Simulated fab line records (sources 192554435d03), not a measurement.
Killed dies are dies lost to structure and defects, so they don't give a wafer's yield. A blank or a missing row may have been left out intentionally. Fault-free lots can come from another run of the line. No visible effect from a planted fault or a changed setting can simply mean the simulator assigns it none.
Struck lot and sound lot, side by side | flow n5 finfet | 38 steps out of a route of 1938
Sound: these wafers, L704.2, L704.4, L704.6. Struck: wafer L707.1. (L707.4, L707.5 of the same lot were not struck and are left out.) The cause comes at the end.
At each step with rows: each side's tool, then ch and its chambers, then its first start. Under that, the readings that differ: sound wafers | struck wafers | difference of the means | sigmas: that difference in standard deviations of wafers without a fault.
alike: words and numbers the same on both sides, and readings whose means are apart by under 2 such deviations; not compared: readings that were withheld, readings missing a value for some wafer, numbers with overlapping values and no deviation given by the record, and bounds like >300 which may hide the same value.
Wherever a step has rows on one side only, a row that says differs or no value, or a row with sigmas, the two part there. Numbers that have no deviation but don't overlap get no sigmas and don't part them. Lack of a reading on every wafer of one side parts them only where that side has two or more wafers.

first, 9 steps without rows for these wafers: N5_BEOL_M4_ANNEAL_95 (time 240 s); N5_BEOL_M4_SPUTTER_96 (material Cu, target thk 4.5 nm, time 8.29 s); N5_BEOL_M4_ECD_50 (material Cu, target thk 300 nm); N5_BEOL_M4_ANNEAL_51 (time 90 s); N5_BEOL_M4_CMP_52 (polishes, stops on SiOC, t overpolish 6.8 s, target thk 40 nm); N5_BEOL_M4_PRE_CLEAN_60 (time 15 s); N5_BEOL_M4_CO_CAP_55 (material Co, precursor CCTBA/H2, target thk 2 nm, time 102.1 s); N5_BEOL_M4_PRE_CLEAN_56 (time 15 s); N5_BEOL_M4_DEP_57 (deposits SiCN from 3MS/NH3, target thk 8 nm, time 14 s).
N5_BEOL_M4_RC_MEAS_101:
  sound on prober-02 ch 0, day 8 21:24; struck on prober-01 ch 0, day 9 23:26
  reading       | sound       | struck | difference | sigmas
  ION_N (uA/um) | 638 651 647 | 677    | +32        | +2
  ION_P (uA/um) | 444 447 447 | 464    | +18        | +2
  alike: DIBL_N, DIBL_P, IOFF_N, IOFF_P, SS_N, SS_P, VT_N, VT_P
then, 24 steps without rows for these wafers: N5_BEOL_M5_ILD_DEP_00 (deposits SiCOH lowk from DEMS/porogen, target thk 140.64 nm, time 25.9 s); N5_BEOL_M5_CURE_79 (cures SiCOH lowk, time 240 s); N5_BEOL_M5_PECVD_70 (deposits SiO2 from TEOS/O2, target thk 16 nm, time 18 s); N5_BEOL_M5_HM_DEP_02 (deposits TiN, target thk 20 nm); N5_BEOL_M5_COAT_59 (time 60 s, resist thk 60 nm); N5_BEOL_M5_COAT_60 (time 60 s, resist thk 12 nm); N5_BEOL_M5_COAT_71 (time 60 s, resist thk 5 nm); N5_BEOL_M5_COAT_05 (resist thk 30 nm); N5_BEOL_M5_EBR_07; N5_BEOL_M5_SOFTBAKE_06 (time 60 s); N5_BEOL_M5_EXPOSE_08 (exposes mask M5, target cd 28 nm); N5_BEOL_M5_PEB_09 (peb time 60 s); N5_BEOL_M5_DEVELOP_10 (develop time 30 s); N5_BEOL_M5_DESCUM_16 (chemistry O2, time 7 s); N5_BEOL_M5_ETCH_72 (etches underlayer in N2/H2, target depth 6.5 nm, time 5.2 s); N5_BEOL_M5_ETCH_61 (etches SiARC in CF4, target depth 15.6 nm, time 26 s); N5_BEOL_M5_ETCH_62 (etches SOC in N2/H2, target depth 75 nm, overetch 15 nm, time 112.5 s); N5_BEOL_M5_STRIP_63 (strips in N2/H2); N5_BEOL_M5_STRIP_73 (strips in N2/H2); N5_BEOL_M5_STRIP_64 (strips in CF4); N5_BEOL_M5_HM_OPEN_17 (chemistry Cl2/BCl3, target TiN, target depth 20 nm, overetch 6 nm); N5_BEOL_M5_STRIP_19 (strips in O2); N5_BEOL_M5_COAT_65 (time 60 s, resist thk 60 nm); N5_BEOL_M5_COAT_66 (time 60 s, resist thk 12 nm).
N5_BEOL_M8_CMP_52: polishes, stops on SiCOH lowk, t overpolish 6.9 s, target thk 80 nm.
  sound on cmp-04 ch 0,1,2, day 10 08:57; struck on cmp-04 ch 1, day 11 14:46
  reading                      | sound             | struck | difference | sigmas
  barrier field endpoint s (s) | 27.8 28.8 29.3    | 46.7   | +18.1      | +21
  overpolish run s (s)         | 6.893 6.912 6.894 | 0.041  | -6.859     | -99 or more
  time to endpoint s (s)       | 55 58 59          | 81     | +24        | +6
  alike: clearing platen rpm, motor current A
N5_BEOL_M8_THK_MEAS_53: measures by xrf.
  sound on film metro-01 at day 10 09:12; struck on film metro-02 at day 11 15:04
  reading     | sound          | struck | difference | sigmas
  M8_THK (nm) | 78.1 75.4 77.3 | 192.5  | +115.6     | +48
N5_BEOL_M8_INSPECT_58: inspects for defects (darkfield).
  sound on defect inspect-01 at day 10 09:22; struck on defect inspect-01 at day 11 15:13
  reading          | sound     | struck | difference | sigmas
  raw defect count | 67 100 61 | 1134   | +1058      | +42
-- record jumps: 3 days separate the struck wafers' starts on either side; left off in module BEOL_M8, taken up again in module PASSIVATION, whose first shown step is the route's number 1936 --
N5_PASSIVATION_PROBE_49:
  sound on prober-01 at day 13 13:55; struck on prober-01 at day 14 07:09
  reading                  | sound          | struck | difference | sigmas
  defect limited yield (%) | 90.3 92.5 93.5 | 0      | -92        | -66
  killed_at_M4_up          | 17 11 13       | 1082   | +1068      | +99 or more
  killed dies              | 115 89 77      | 1180   | +1086      | +68
  killed on rim            | 14 7 9         | 152    | +142       | +34
  sort n pass              | 1035 1091 1103 | 0      | -1076      | -47
  sort yield pct (%)       | 87.7 92.5 93.5 | 0      | -91        | -48
  alike: killed_at_M0_to_M3, killed at contacts, killed at front end, killed at other, killed open, killed short, sort_bin_5_function, sort_bin_6_memory, sort_bin_8_speed

== WHERE THEY PART ==
Last at N5_PASSIVATION_PROBE_49 as far as this record goes, first at N5_BEOL_M4_RC_MEAS_101.

WHY: whatever the simulator had introduced
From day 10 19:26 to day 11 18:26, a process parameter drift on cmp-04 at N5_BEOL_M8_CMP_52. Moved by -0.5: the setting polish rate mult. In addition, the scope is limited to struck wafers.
